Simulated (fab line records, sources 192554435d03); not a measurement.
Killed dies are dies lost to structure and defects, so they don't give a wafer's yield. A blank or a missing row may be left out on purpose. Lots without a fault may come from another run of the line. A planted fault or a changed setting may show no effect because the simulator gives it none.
Chamber matching | flow n5_finfet | N5_DUMMY_GATE_ETCH_37 on rie_diel-01: 4 sister chambers
The step etches SOC in N2/H2, target depth 60 nm, overetch 30 nm. 4 wafers are shown with their chamber, then 9 later ones without.

WAFERS WITH THEIR CHAMBER
wafer  | chamber | drypump_motor_current_A (A)
L077.5 | 2       | 5.4
L088.1 | 3       | 6.3
L088.3 | 0       | 5.9
L088.4 | 1       | 5.5

WAFERS WITHOUT THEIR CHAMBER
wafer  | drypump_motor_current_A (A)
L092.2 | 5.4
L092.3 | 5.5
L092.5 | 5.9
L094.2 | 6.3
L094.5 | 5.6
L094.6 | 5.4
L096.1 | 5.4
L096.2 | 6.3
L096.6 | 5.4

WHICH CHAMBER EACH WENT THROUGH
wafer  | from the rows above | in truth
L092.2 | 2                   | 2
L092.3 | 1                   | 1
L092.5 | 0                   | 0
L094.2 | 3                   | 3
L094.5 | 1                   | 1
L094.6 | 2                   | 2
L096.1 | 2                   | 2
L096.2 | 3                   | 3
L096.6 | 2                   | 2
Placed correctly: 9 of 9. Can't be placed from these rows: 0. Placed wrongly: 0.
How it was worked out, from the rows above alone: a wafer's distance from a chamber is the root of the sum, over the readings, of the square of ((its reading less the chamber's mean) divided by the reading's scatter). The wafer belongs to the nearest chamber; if the next one is less than 2 further off, it can't be placed. A chamber's mean is the mean of its shown wafers. The scatter: with one shown wafer a chamber, the root of the mean of the squares of how far each hidden wafer lies from its nearest shown one.
